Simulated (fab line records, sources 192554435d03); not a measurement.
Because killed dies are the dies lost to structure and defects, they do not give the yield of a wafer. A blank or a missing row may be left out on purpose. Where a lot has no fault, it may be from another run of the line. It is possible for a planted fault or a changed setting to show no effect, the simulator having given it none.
A lot that was struck, set against a sound lot | flow n5-finfet | 19 out of 1938 route steps
Sound: wafers L225.2, L225.5, L225.6. Wafers L226.2, L226.4, L226.5 were the ones struck. At the end, the cause is stated.
Per side, at each step with rows, come the tool, then ch with its chambers, and then its first start. Under that, the readings that differ: sound wafers | struck wafers | difference of the means | sigmas: that difference in standard deviations of wafers without a fault.
alike: same words and numbers on both sides, and readings whose means sit less than 2 such deviations apart. not compared: any withheld reading, any reading some wafer has no value for, any bound like >300 that may hide the same value, and any number with overlapping values for which the record gives no deviation.
Wherever a step has rows on one side only, a row that says differs or no value, or a row with sigmas, the two part there. Non-overlapping numbers with no deviation appear without sigmas and do not part them. Lack of a reading on every wafer of one side parts them only where that side has two or more wafers.

first, 9 steps without rows for these wafers: N5_BEOL_M9_ILD_DEP_00 (deposits SiCOH lowk from DEMS/porogen, target thk 308.51 nm, time 58 s); N5_BEOL_M9_CURE_71 (cures SiCOH lowk, time 240 s); N5_BEOL_M9_PECVD_70 (deposits SiO2 from TEOS/O2, target thk 20 nm, time 22.7 s); N5_BEOL_M9_HM_DEP_02 (deposits TiN, target thk 20 nm); N5_BEOL_M9_COAT_59 (time 60 s, resist thk 100 nm); N5_BEOL_M9_COAT_60 (time 60 s, resist thk 30 nm); N5_BEOL_M9_COAT_05 (resist thk 90 nm); N5_BEOL_M9_EBR_07; N5_BEOL_M9_SOFTBAKE_06 (time 60 s).
N5_BEOL_M9_EXPOSE_08: exposes mask M9.
  sound on arfi-scanner-02 ch 0, day 10 10:41; struck on arfi-scanner-02 ch 0, day 11 00:52
  reading              | sound             | struck            | difference | sigmas
  exposure-dose-mJ-cm2 | 53.74 53.79 53.84 | 52.81 52.71 52.78 | -1.02      | -19
  alike: mask, stage-vel-mm-s
then, 3 steps without rows for these wafers: N5_BEOL_M9_PEB_09 (peb time 60 s); N5_BEOL_M9_DEVELOP_10 (develop time 30 s); N5_BEOL_M9_DESCUM_16 (chemistry O2, time 7.9 s).
N5_BEOL_M9_ETCH_61: etches SiARC in CF4, target depth 39 nm, time 65 s.
  sound on rie-diel-03 ch 0,2,3, day 10 11:29; struck on rie-diel-01 ch 1,2,3, day 11 01:10
  reading                         | sound       | struck       | difference | sigmas
  model.BEOL_M9.cd-offset-nm (nm) | 0.4 0.2 0.6 | -0.8 -1.2 -1 | -1.4       |
  alike: drypump-motor-current-A, etch-rf-on-time-s, oes-product-au, rf-vpp-V, showerhead-plenum-p-Torr, throttle-valve-pct
  not compared: rf-hours-counter-h
then, 3 steps without rows for these wafers: N5_BEOL_M9_ETCH_62 (etches SOC in N2/H2, target depth 110 nm, overetch 22 nm, time 165 s); N5_BEOL_M9_STRIP_68 (strips in N2/H2); N5_BEOL_M9_STRIP_67 (strips in CF4).
N5_BEOL_M9_HM_OPEN_17: chemistry Cl2/BCl3, target TiN, target depth 20 nm, overetch 6 nm.
  sound on rie-metal-02 ch 0,1, day 10 11:44; struck on rie-metal-01 ch 0,1, day 11 01:24
  reading                         | sound       | struck       | difference | sigmas
  model.BEOL_M9.cd-offset-nm (nm) | 0.2 0.2 0.6 | -0.8 -1 -0.8 | -1.2       |
  alike: drypump-motor-current-A, oes-product-au, throttle-valve-pct
  not compared: rf-hours-counter-h
then, 1 step without rows for these wafers: N5_BEOL_M9_STRIP_19 (strips in O2).

== WHERE THEY PART ==
Within this record, at N5_BEOL_M9_EXPOSE_08 only. Later steps at which nothing parts them and some readings are alike: N5_BEOL_M9_ETCH_61, N5_BEOL_M9_HM_OPEN_17.

WHY: whatever the simulator had introduced
Process parameters drifting: arfi-scanner-02 at N5_BEOL_M9_EXPOSE_08, beginning at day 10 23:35. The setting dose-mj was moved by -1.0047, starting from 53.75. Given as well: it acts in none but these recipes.
